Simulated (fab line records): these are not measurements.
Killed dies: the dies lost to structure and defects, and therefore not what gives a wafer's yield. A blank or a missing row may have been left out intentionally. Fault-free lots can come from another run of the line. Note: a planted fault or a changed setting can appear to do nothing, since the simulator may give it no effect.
The tool behind it: which one? ; flow nandHarc ; 6 lots, 18 wafers sampled, at 1 step of a route of 1159

WHAT THE GAUGES SHOWED, per wafer
NHARC_P_CONTACT_CD_MEAS_12: target cd 90 nm.
lot;measured;on;cdNm (nm)
L387;day 5 22:46;cdSem-02;89.5 89.5 89.0
L390;day 6 20:38;cdSem-01;88.7 89.3 89.5
L393;day 7 07:52;cdSem-01;90.1 89.7 89.2
L398;day 9 05:35;cdSem-02;90.2 89.9 90.3
L406;day 10 22:05;cdSem-01;89.8 90.1 90.4
L408;day 11 17:20;cdSem-01;90.0 90.5 90.3

TOOL THAT RAN EACH LOT (tool first, then ch and the chambers of the sampled wafers, then the start)
Record: no process step prior to these readings.

THE ANSWER, worked out from the rows above alone
Rule: the usual values come from the lots themselves. The widest of any qualifying gaps counts: lots, ordered by their means at a reading, are off when they make up no more than a third of the lots, leave a main group of 4 or more, and stand apart from it by 3 or more times the standard deviation of that group's means. A main group is skipped when, at the precision printed for the reading in the tables above, its means are all equal. Also off: a lot with no number at a reading for which 4 or more lots have one. Any other lot the step has rows for is counted as sound.
Across all readings shown, no lot is off: no conclusion can be drawn from this.

WHAT THE SIMULATOR HAD INSERTED
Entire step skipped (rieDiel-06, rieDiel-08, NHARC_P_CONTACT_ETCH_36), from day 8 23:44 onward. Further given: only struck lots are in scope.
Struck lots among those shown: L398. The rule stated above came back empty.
